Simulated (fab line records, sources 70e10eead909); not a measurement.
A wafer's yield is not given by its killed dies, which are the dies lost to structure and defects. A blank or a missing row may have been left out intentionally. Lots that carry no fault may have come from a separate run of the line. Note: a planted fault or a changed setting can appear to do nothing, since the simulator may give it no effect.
fab line records ; flow nand-harc
[record] lots = 7; wafers = 21; last-day = 24
route steps=1159 shown P_GATE@194 END@1159
lots that met no fault: taken from a fault-free run of the same line
start-h: the number of hours between the record's first day and the start of the first shown wafer of the lot ; wait-h: time in hours since the lot's previous step ; " same as the row above ; L1.1+2: a row that stands for several wafers ; - no value present, or no start provided ; * or withheld: withheld ; < > ~ a bound
route shown NAME@n: NAME is a module with steps in the file, n the number in the route of the first one ; usual: the fault-free wafers' mean and standard deviation ; same: alike in all rows ; chamber/n: place in a boat ; sites: readings site by site ; _std_site: standard deviation across them ; _edge_site: outer sites' mean less inner sites' ; radius-mm: for every site, how far away it sits from the centre of the wafer ; mask NAME#n: copy n ; behind: the last tool/chamber to shape the wafer ; hold: why the lot was held/for how many hours/how that ended ; device: names the non-switching transistor (n, p or np) ; end of line: at the end of the route, the tests of the same wafers ; for a step that has no rows: nothing shown but its recipe ; killed: dies lost to structure and defects at the first sort, not the wafer's yield ; map: a wafer's dies, x killed, . not, _ none there
set.NAME: the setting the step ran with; set.NAME@STEP: the setting that earlier step ran with ; model.NAME: the simulator's own value behind a step, which no gauge read
lots at some steps of the route; a table a step, a row a wafer
services: a tool's chamber out of use, with start hour (start-h, from the record's first day; less than 0 if before it), hours out, and reason
[[steps]]
[step NHARC_P_GATE_COAT_85]
[recipe] spin-rpm = 3000
[step NHARC_P_GATE_SOFTBAKE_86]
[recipe] temp-c = 122; time-s = 95
[step NHARC_P_GATE_EBR_87]
[step NHARC_P_GATE_EXPOSE_88]
[recipe] na = 0.6; target-cd-nm = 2000; dose-mj = 11.87; mask-id = P_HVN
[step NHARC_P_GATE_PEB_89]
[recipe] peb-temp-c = 118; peb-time-s = 85
[step NHARC_P_GATE_DEVELOP_90]
[recipe] time-s = 70
[step NHARC_P_GATE_CD_MEAS_91]
[recipe] target-cd-nm = 2000; landing-energy-ev = 500
[usual] cd-nm = 2000.3/2.3
lot.wafer;tool;chamber;start-h;wait-h;cd-nm
L158.1;cd-sem-01;0;140.54;-;1998.7
L158.3;cd-sem-01;0;140.54;-;2002.8
L158.5;cd-sem-01;0;140.54;-;1997.5
L162.3;cd-sem-02;0;157.25;-;1996.7
L162.4;cd-sem-02;0;157.25;-;2003.6
L162.5;cd-sem-02;0;157.25;-;2000.3
L165.1;cd-sem-03;0;183.34;-;2004.6
L165.3;cd-sem-03;0;183.34;-;2002.1
L165.6;cd-sem-03;0;183.34;-;2001.9
L164.2;cd-sem-02;0;184.37;-;1999.2
L164.3;cd-sem-02;0;184.37;-;2000.7
L164.5;cd-sem-02;0;184.37;-;1999.2
L166.1;cd-sem-01;0;188.29;-;2001.8
L166.4;cd-sem-01;0;188.29;-;2002.1
L166.5;cd-sem-01;0;188.29;-;2000.2
L169.2;cd-sem-01;0;208.58;-;2001.3
L169.3;cd-sem-01;0;208.58;-;1998.5
L169.5;cd-sem-01;0;208.58;-;1997.8
L175.1;cd-sem-03;0;237.01;-;1999.4
L175.3;cd-sem-03;0;237.01;-;2002.2
L175.5;cd-sem-03;0;237.01;-;1998.1
[step NHARC_P_GATE_HARDBAKE_92]
[recipe] temp-c = 125; time-s = 80
[step NHARC_P_GATE_DESCUM_93]
[recipe] time-s = 3; o2-flow-sccm = 200; ar-flow-sccm = 0; bias-power-w = 0; chemistry = O2
[usual] drypump-motor-current-A = 6.0/0.4; oes-product-au = 0.993/0.011; rf-vpp-V = 57.7/0.89; showerhead-plenum-p-Torr = 1.90/0.098; throttle-valve-pct = 11.311/0.0093
lot.wafer;tool;chamber;start-h;wait-h;drypump-motor-current-A;oes-product-au;rf-hours-counter-h;rf-vpp-V;showerhead-plenum-p-Torr;throttle-valve-pct
L158.1;rie-diel-11;3;140.70;-;6.6;0.990;38;58.0;1.81;11.309
L158.3;rie-diel-11;2;140.70;-;6.1;1.017;40;57.8;1.77;11.303
L158.5;rie-diel-11;3;140.70;-;6.6;0.998;-;58.1;1.81;11.322
L162.4;rie-diel-12;0;157.41;-;6.1;1.005;46;58.4;2.01;11.325
L162.3;rie-diel-12;2;157.41;-;5.3;1.008;47;56.9;1.83;11.313
L162.5;rie-diel-12;0;157.41;-;6.1;1.003;-;57.6;2.01;11.295
L165.3;rie-diel-11;0;183.53;-;5.8;0.999;58;56.7;1.83;11.311
L165.1;rie-diel-11;1;183.53;-;5.7;1.007;48;57.8;2.06;11.317
L165.6;rie-diel-11;3;183.53;-;6.6;0.990;-;57.8;1.81;11.319
L164.2;rie-diel-03;0;184.52;-;5.9;1.001;30;56.0;1.91;11.308
L164.3;rie-diel-03;2;184.52;-;5.5;0.996;27;57.2;2.03;11.304
L164.5;rie-diel-03;0;184.52;-;5.9;1.001;-;57.4;1.91;11.323
L166.4;rie-diel-12;2;188.46;-;5.4;0.993;59;57.4;1.82;11.308
L166.1;rie-diel-12;0;188.46;-;6.1;1.001;57;57.7;2.00;11.293
L166.5;rie-diel-12;2;188.46;-;5.4;0.974;-;57.9;1.82;11.317
L169.2;rie-diel-11;2;208.73;-;6.1;0.981;5;57.4;2.07;11.296
L169.3;rie-diel-11;0;208.73;-;5.8;0.996;6;58.0;1.83;11.303
L169.5;rie-diel-11;3;208.73;-;6.6;0.987;-;58.2;1.80;11.313
L175.3;rie-diel-11;0;237.19;-;5.7;0.997;17;58.0;1.82;11.305
L175.1;rie-diel-11;2;237.19;-;6.1;0.989;17;58.2;2.07;11.325
L175.5;rie-diel-11;1;237.19;-;5.7;1.015;-;58.4;2.05;11.315
[step NHARC_P_GATE_IMPLANT_94]
[recipe] energy-kev = 60; dose-cm2 = 2e+15; tilt-deg = 7
[step NHARC_P_GATE_STRIP_113]
[recipe] power-w = 1500; temp-c = 110; time-s = 740; chemistry = N2/H2
[usual] drypump-motor-current-A = 6.1/0.33; heater-power-w = 82/10; rf-refl-power-W = 19/4.4
lot.wafer;tool;chamber;start-h;wait-h;drypump-motor-current-A;heater-power-w;rf-hours-counter-h;rf-refl-power-W
L158.1;plasma-asher-02;0;141.07;0.2;5.6;71;48;20
L158.3;plasma-asher-02;0;141.07;0.2;5.7;72;-;20
L158.5;plasma-asher-02;1;141.07;0.2;6.1;82;-;22
L162.4;plasma-asher-02;1;158.02;0.3;6.1;83;-;22
L162.3;plasma-asher-02;0;158.02;0.3;5.7;70;-;19
L162.5;plasma-asher-02;1;158.02;0.3;6.1;83;-;23
L165.1;plasma-asher-01;0;184.42;0.7;6.5;100;23;10
L165.3;plasma-asher-01;0;184.42;0.7;6.5;102;-;9
L165.6;plasma-asher-01;0;184.42;0.7;6.5;101;-;9
L164.2;plasma-asher-01;1;185.77;1.0;6.5;89;25;22
L164.3;plasma-asher-01;1;185.77;1.0;6.5;88;-;21
L164.5;plasma-asher-01;1;185.77;1.0;6.5;89;-;22
L166.1;plasma-asher-01;0;192.18;3.5;6.5;101;27;10
L166.4;plasma-asher-01;0;192.18;3.5;6.5;103;-;10
L166.5;plasma-asher-01;1;192.18;3.5;6.5;87;-;22
L169.2;plasma-asher-02;0;209.11;0.2;5.7;73;5;21
L169.3;plasma-asher-02;1;209.11;0.2;6.1;75;-;22
L169.5;plasma-asher-02;1;209.11;0.2;6.1;77;-;22
L175.1;plasma-asher-02;0;237.69;0.3;5.7;74;16;21
L175.3;plasma-asher-02;1;237.69;0.3;6.1;75;-;23
L175.5;plasma-asher-02;0;237.69;0.3;5.7;75;-;21
[step NHARC_P_GATE_STRIP_95]
[recipe] power-w = 1500; temp-c = 250; chemistry = O2
[usual] drypump-motor-current-A = 6.1/0.33; heater-power-w = 308/38; rf-refl-power-W = 19/4.3
lot.wafer;tool;chamber;start-h;wait-h;drypump-motor-current-A;heater-power-w;rf-hours-counter-h;rf-refl-power-W
L158.1;plasma-asher-02;0;141.78;0.6;5.7;262;48;19
L158.3;plasma-asher-02;0;141.78;0.6;5.7;262;-;20
L158.5;plasma-asher-02;1;141.78;0.6;6.1;316;-;22
L162.4;plasma-asher-02;1;158.52;0.4;6.1;305;-;23
L162.3;plasma-asher-02;0;158.52;0.4;5.7;265;-;19
L162.5;plasma-asher-02;1;158.52;0.4;6.1;309;-;22
L165.1;plasma-asher-01;0;185.14;0.6;6.5;371;24;10
L165.3;plasma-asher-01;0;185.14;0.6;6.5;367;-;10
L165.6;plasma-asher-01;0;185.14;0.6;6.5;376;-;11
L164.2;plasma-asher-01;1;186.48;0.6;6.5;327;25;22
L164.3;plasma-asher-01;1;186.48;0.6;6.5;328;-;22
L164.5;plasma-asher-01;1;186.48;0.6;6.5;331;-;21
L166.1;plasma-asher-01;0;192.78;0.5;6.5;372;28;9
L166.4;plasma-asher-01;0;192.78;0.5;6.5;381;-;10
L166.5;plasma-asher-01;1;192.78;0.5;6.5;322;-;22
L169.2;plasma-asher-02;0;209.83;0.6;5.7;268;6;20
L169.3;plasma-asher-02;1;209.83;0.6;6.1;290;-;22
L169.5;plasma-asher-02;1;209.83;0.6;6.1;286;-;22
L175.1;plasma-asher-02;0;238.30;0.5;5.7;272;17;20
L175.3;plasma-asher-02;1;238.30;0.5;6.1;289;-;22
L175.5;plasma-asher-02;0;238.30;0.5;5.7;273;-;19
[step NHARC_P_GATE_STRIP_96]
[recipe] time-s = 900; temp-c = 130; chemistry = SPM
[usual] bath-guard-temp-C = 130.2/0.49; bath-heat-duty-pct = 14.0/1.7
lot.wafer;tool;chamber;start-h;wait-h;bath-guard-temp-C;bath-heat-duty-pct
L158.1;wet-bench-07;1;142.00;0.2;129.8;13.8
L158.5;wet-bench-07;2;142.00;0.2;131.0;10.9
L158.3;wet-bench-07;5;142.00;0.2;130.6;13.0
L162.4;wet-bench-07;1;158.71;0.2;130.1;14.0
L162.5;wet-bench-07;2;158.71;0.2;131.0;10.4
L162.3;wet-bench-07;3;158.71;0.2;130.9;12.5
L165.3;wet-bench-07;3;185.36;0.2;-;-
L165.6;wet-bench-07;6;185.36;0.2;-;-
L165.1;wet-bench-07;0;185.36;0.2;-;-
L164.5;wet-bench-07;3;186.69;0.2;-;-
L164.3;wet-bench-07;4;186.69;0.2;-;-
L164.2;wet-bench-07;5;186.69;0.2;-;-
L166.1;wet-bench-07;5;192.99;0.2;-;-
L166.5;wet-bench-07;6;192.99;0.2;-;-
L166.4;wet-bench-07;0;192.99;0.2;-;-
L169.2;wet-bench-01;2;210.05;0.2;130.1;13.1
L169.3;wet-bench-01;4;210.05;0.2;130.0;15.2
L169.5;wet-bench-01;6;210.05;0.2;130.1;13.6
L175.3;wet-bench-01;5;238.52;0.2;130.4;15.6
L175.1;wet-bench-01;7;238.52;0.2;129.7;16.4
L175.5;wet-bench-01;0;238.52;0.2;129.5;15.7
[step NHARC_P_GATE_RTA_64]
[recipe] temp-c = 1050; time-s = 1
[usual] lamp-power-pct = 34.98/0.13; lamp_zone_4_pct = 34.98/0.13; wafer_temp_C_max = 1054.8/1.4
lot.wafer;tool;chamber;start-h;wait-h;lamp-power-pct;lamp_zone_4_pct;wafer_temp_C_max
L158.1;rtp-anneal-02;0;142.41;-;34.89;34.84;1053.3
L158.3;rtp-anneal-02;0;142.41;-;34.93;34.92;1054.8
L158.5;rtp-anneal-02;0;142.41;-;34.89;34.87;1054.8
L162.3;rtp-anneal-01;0;159.12;-;35.09;35.10;1055.4
L162.4;rtp-anneal-01;0;159.12;-;35.13;35.07;1053.8
L162.5;rtp-anneal-01;0;159.12;-;35.12;35.08;1054.7
L165.1;rtp-anneal-02;0;185.71;0.3;34.87;34.85;1052.9
L165.3;rtp-anneal-02;0;185.71;0.3;34.81;34.81;1053.6
L165.6;rtp-anneal-02;0;185.71;0.3;34.83;34.84;1054.5
L164.2;rtp-anneal-02;0;187.07;0.4;34.89;34.88;1053.7
L164.3;rtp-anneal-02;0;187.07;0.4;34.90;34.82;1053.9
L164.5;rtp-anneal-02;0;187.07;0.4;34.83;34.89;1054.0
L166.1;rtp-anneal-02;0;193.33;0.3;34.79;34.83;1054.4
L166.4;rtp-anneal-02;0;193.33;0.3;34.85;34.85;1054.3
L166.5;rtp-anneal-02;0;193.33;0.3;34.77;34.85;1053.9
L169.2;rtp-anneal-02;0;210.47;-;34.85;34.87;1055.0
L169.3;rtp-anneal-02;0;210.47;-;34.83;34.89;1053.9
L169.5;rtp-anneal-02;0;210.47;-;34.85;34.93;1054.4
L175.1;rtp-anneal-02;0;238.91;-;34.90;34.88;1052.8
L175.3;rtp-anneal-02;0;238.91;-;34.88;34.85;1053.6
L175.5;rtp-anneal-02;0;238.91;-;34.94;34.87;1053.7
[step NHARC_END_SORT_01]
[recipe] temp-c = 25
[usual] killed-at-array = 25/10; killed-at-other = 0.6/0.91; killed-at-periphery = 3.6/2.9; killed-dies = 29/10; killed-open = 3.3/2; killed-short = 1.9/1.5
[same] gross-dies = 677
lot.wafer;tool;chamber;start-h;wait-h;killed-at-array;killed-at-other;killed-at-periphery;killed-dies;killed-open;killed-short
L158.1;prober-01;0;491.64;2.5;29;1;4;34;2;1
L158.3;prober-01;0;493.26;3.1;37;1;2;40;5;3
L158.5;prober-01;0;494.87;3.7;34;1;3;38;2;3
L162.3;prober-01;0;501.09;3.1;18;0;8;26;2;4
L162.4;prober-01;0;501.89;3.4;24;0;2;26;3;2
L162.5;prober-01;0;502.69;3.7;20;0;2;22;2;1
L164.2;prober-02;0;508.02;2.8;32;0;5;37;1;3
L164.3;prober-02;0;508.81;3.1;32;0;3;35;2;5
L164.5;prober-02;0;510.40;3.7;26;0;3;29;3;1
L165.1;prober-02;0;514.98;2.5;28;0;3;31;2;2
L165.3;prober-02;0;516.56;3.1;24;1;4;29;7;3
L165.6;prober-02;0;518.93;3.9;27;0;5;32;3;4
L166.1;prober-02;0;532.40;2.5;43;0;2;45;5;2
L166.4;prober-02;0;534.78;3.4;32;0;3;35;3;6
L166.5;prober-02;0;535.58;3.7;30;0;2;32;1;2
L169.2;prober-01;0;549.12;2.8;37;1;2;40;3;4
L169.3;prober-01;0;549.93;3.1;28;1;3;32;4;1
L169.5;prober-01;0;551.54;3.7;31;3;3;37;7;3
L175.1;prober-02;0;567.00;2.5;36;0;2;38;6;2
L175.3;prober-02;0;568.61;3.1;38;1;3;42;7;3
L175.5;prober-02;0;570.22;3.7;36;1;3;40;4;5
// killed by level:class
L158.1 A_CHANNEL_HOLE_D1:chamber-film-flake=14 A_SLIT:chamber-film-flake=9 P_GATE:chamber-film-flake=2 A_CHANNEL_FILL_D1:geometric-particle:open=1 A_SLIT:geometric-particle:open=1 STARTING-WAFER:geometric-particle:short=1 P_STI:chamber-film-flake=1 P_BONDPAD:chamber-film-flake=1
L158.3 A_CHANNEL_HOLE_D1:chamber-film-flake=14 A_SLIT:chamber-film-flake=10 A_SOURCE_PLATE:geometric-particle:open=3 A_STAIRCASE:chamber-film-flake=2 A_CONTACT:chamber-film-flake=2 A_M1:chamber-film-flake=2 P_CONTACT:geometric-particle:short=1 A_ONON_D1:geometric-particle:short=1
L158.5 A_SLIT:chamber-film-flake=17 A_CHANNEL_HOLE_D1:chamber-film-flake=7 A_CONTACT:chamber-film-flake=3 P_M1:geometric-particle:short=1 A_ONON_D1:geometric-particle:short=1 A_CHANNEL_FILL_D1:geometric-particle:open=1 A_WL_FILL:geometric-particle:open=1 P_GATE:chamber-film-flake=1
L162.3 A_SLIT:chamber-film-flake=11 P_GATE:chamber-film-flake=3 P_CONTACT:geometric-particle:open=2 A_CHANNEL_HOLE_D1:chamber-film-flake=2 A_CONTACT:chamber-film-flake=2 P_STI:geometric-particle:short=1 P_CONTACT:geometric-particle:short=1 P_M1:geometric-particle:short=1
L162.4 A_SLIT:chamber-film-flake=14 A_CHANNEL_HOLE_D1:chamber-film-flake=4 P_CONTACT:geometric-particle:open=2 A_ONON_D1:geometric-particle:open=1 A_ONON_D1:geometric-particle:short=1 A_SGD_CUT:geometric-particle:short=1 A_ZERO_WELL:chamber-film-flake=1 A_STAIRCASE:chamber-film-flake=1
L162.5 A_SLIT:chamber-film-flake=8 A_CHANNEL_HOLE_D1:chamber-film-flake=3 A_STAIRCASE:chamber-film-flake=3 A_CONTACT:chamber-film-flake=2 P_CONTACT:geometric-particle:open=1 A_CHANNEL_FILL_D1:geometric-particle:short=1 A_WL_FILL:geometric-particle:open=1 P_GATE:chamber-film-flake=1
L164.2 A_SLIT:chamber-film-flake=15 A_CHANNEL_HOLE_D1:chamber-film-flake=6 P_GATE:chamber-film-flake=4 A_STAIRCASE:chamber-film-flake=4 A_CONTACT:chamber-film-flake=3 P_M0:geometric-particle:short=1 A_SGD_CUT:geometric-particle:open=1 A_WL_FILL:geometric-particle:short=1
L164.3 A_SLIT:chamber-film-flake=12 A_STAIRCASE:chamber-film-flake=6 A_CONTACT:chamber-film-flake=5 A_CHANNEL_HOLE_D1:chamber-film-flake=3 P_GATE:chamber-film-flake=2 P_GATE:geometric-particle:short=1 A_ONON_D1:geometric-particle:short=1 A_SGD_CUT:geometric-particle:short=1
L164.5 A_SLIT:chamber-film-flake=14 A_CHANNEL_HOLE_D1:chamber-film-flake=5 A_CONTACT:chamber-film-flake=3 A_STAIRCASE:chamber-film-flake=2 P_M0:geometric-particle:open=1 P_M1:geometric-particle:open=1 A_ONON_D1:geometric-particle:short=1 A_M0:geometric-particle:open=1
L165.1 A_CHANNEL_HOLE_D1:chamber-film-flake=19 A_STAIRCASE:chamber-film-flake=4 P_ZERO_WELL:chamber-film-flake=2 A_CHANNEL_FILL_D1:geometric-particle:short=1 A_WL_FILL:geometric-particle:short=1 A_BLC:geometric-particle:open=1 A_M1:geometric-particle:open=1 P_GATE:chamber-film-flake=1
L165.3 A_CHANNEL_HOLE_D1:chamber-film-flake=14 A_CONTACT:geometric-particle:open=2 P_CONTACT:geometric-particle:open=1 P_M1:geometric-particle:open=1 A_CHANNEL_HOLE_D1:geometric-particle:short=1 A_CHANNEL_FILL_D1:geometric-particle:short=1 A_CHANNEL_FILL_D1:geometric-particle:open=1 A_WL_FILL:geometric-particle:short=1
L165.6 A_CHANNEL_HOLE_D1:chamber-film-flake=10 A_STAIRCASE:chamber-film-flake=7 A_ZERO_WELL:chamber-film-flake=2 A_CONTACT:chamber-film-flake=2 P_CONTACT:geometric-particle:short=1 P_CONTACT:geometric-particle:open=1 P_M1:geometric-particle:short=1 A_CHANNEL_FILL_D1:geometric-particle:short=1
L166.1 A_SLIT:chamber-film-flake=14 A_CHANNEL_HOLE_D1:chamber-film-flake=9 A_STAIRCASE:chamber-film-flake=6 A_CONTACT:chamber-film-flake=4 A_ZERO_WELL:chamber-film-flake=2 A_WL_FILL:chamber-film-flake=2 P_M0:geometric-particle:open=1 A_ONON_D1:geometric-particle:open=1
L166.4 A_CHANNEL_HOLE_D1:chamber-film-flake=9 A_SLIT:chamber-film-flake=9 A_WL_FILL:chamber-film-flake=4 A_CONTACT:chamber-film-flake=2 P_CONTACT:geometric-particle:open=1 P_M0:geometric-particle:open=1 A_SOURCE_PLATE:geometric-particle:short=1 A_CHANNEL_HOLE_D1:geometric-particle:short=1
L166.5 A_CHANNEL_HOLE_D1:chamber-film-flake=10 A_SLIT:chamber-film-flake=8 A_WL_FILL:chamber-film-flake=4 A_STAIRCASE:chamber-film-flake=3 A_CONTACT:chamber-film-flake=2 P_CONTACT:geometric-particle:open=1 A_SGD_CUT:geometric-particle:short=1 A_M0:geometric-particle:short=1
L169.2 A_SLIT:chamber-film-flake=17 A_STAIRCASE:chamber-film-flake=6 A_CONTACT:chamber-film-flake=4 A_CHANNEL_HOLE_D1:chamber-film-flake=3 A_CHANNEL_FILL_D1:geometric-particle:open=2 P_CONTACT:geometric-particle:open=1 A_SOURCE_PLATE:geometric-particle:short=1 A_CHANNEL_HOLE_D1:geometric-particle:short=1
L169.3 A_SLIT:chamber-film-flake=13 A_CONTACT:chamber-film-flake=6 P_ZERO_WELL:chamber-film-flake=2 A_CHANNEL_HOLE_D1:chamber-film-flake=2 P_GATE:geometric-particle:open=1 A_CHANNEL_HOLE_D1:geometric-particle:open=1 A_CHANNEL_FILL_D1:geometric-particle:short=1 A_CHANNEL_FILL_D1:geometric-particle:open=1
L169.5 A_SLIT:chamber-film-flake=14 A_STAIRCASE:chamber-film-flake=4 A_CHANNEL_HOLE_D1:geometric-particle:open=3 P_CONTACT:geometric-particle:open=2 A_CHANNEL_FILL_D1:geometric-particle:short=2 A_CHANNEL_HOLE_D1:chamber-film-flake=2 A_BLC:chamber-film-flake=2 THIN_TSV:chamber-film-flake=2
L175.1 A_CHANNEL_HOLE_D1:chamber-film-flake=11 A_SLIT:chamber-film-flake=8 A_STAIRCASE:chamber-film-flake=4 A_CHANNEL_FILL_D1:geometric-particle:open=3 A_CONTACT:chamber-film-flake=2 P_M2:geometric-particle:open=1 A_ONON_D1:geometric-particle:short=1 A_CHANNEL_HOLE_D1:geometric-particle:open=1
L175.3 A_SLIT:chamber-film-flake=17 A_CONTACT:chamber-film-flake=6 A_CHANNEL_HOLE_D1:chamber-film-flake=4 A_WL_FILL:chamber-film-flake=2 P_GATE:geometric-particle:open=1 P_CONTACT:geometric-particle:open=1 P_M0:geometric-particle:open=1 A_ONON_D1:geometric-particle:open=1
L175.5 A_SLIT:chamber-film-flake=17 A_CONTACT:chamber-film-flake=6 A_CHANNEL_HOLE_D1:chamber-film-flake=3 A_CHANNEL_FILL_D1:geometric-particle:short=2 A_CHANNEL_FILL_D1:geometric-particle:open=2 A_STAIRCASE:chamber-film-flake=2 A_WL_FILL:chamber-film-flake=2 P_M0:geometric-particle:short=1
[[services]]
tool;chamber;start-h;hours;kind
rie-diel-11;0;119.63;-;clean
rie-diel-11;1;119.63;-;clean
rie-diel-11;2;119.63;-;clean
rie-diel-11;3;119.63;-;clean
plasma-asher-01;-;123.99;6.7;repair
rie-diel-11;0;144.13;-;clean
rie-diel-11;1;144.13;-;clean
rie-diel-11;2;144.13;-;clean
rie-diel-11;3;144.13;-;clean
rie-diel-03;3;148.73;7.9;repair
rie-diel-11;-;155.07;0.5;repair
rie-diel-11;0;168.68;-;clean
rie-diel-11;1;168.68;-;clean
rie-diel-11;2;168.68;-;clean
rie-diel-11;3;168.68;-;clean
plasma-asher-02;-;183.02;9.0;pm
plasma-asher-02;0;183.02;11.9;vent-cycle
plasma-asher-02;1;183.02;11.9;vent-cycle
plasma-asher-01;-;187.74;3.9;repair
rie-diel-11;-;189.52;9.0;pm
rie-diel-11;0;189.52;9.0;vent-cycle
rie-diel-12;-;202.53;9.0;pm
wet-bench-01;-;213.60;8.0;pm
rie-diel-03;-;215.30;9.0;pm
[[key]]
[first-sign] step = NHARC_P_GATE_STRIP_96; reading = tool-record; direction = missing
effect none on later readings
met-at NHARC_P_GATE_STRIP_96
struck-wafers L164.2,L164.3,L164.5,L165.1,L165.3,L165.6,L166.1,L166.4,L166.5
tester-left-out L164,L165,L166
onset-between 158.71 185.36
[fault] kind = skipped-step-whole; tool = wet-bench-07; chamber = -; onset-h = 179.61; steps = NHARC_P_GATE_STRIP_96; scope = struck-lots-only
// tester-left-out: of these lots the tester's yield and bins aren't shown, on N5 and GAA mostly nor the transistor test; their killed dies are dies lost to structure and defects alone, not to doping, threshold or leakage, so they don't give the yield
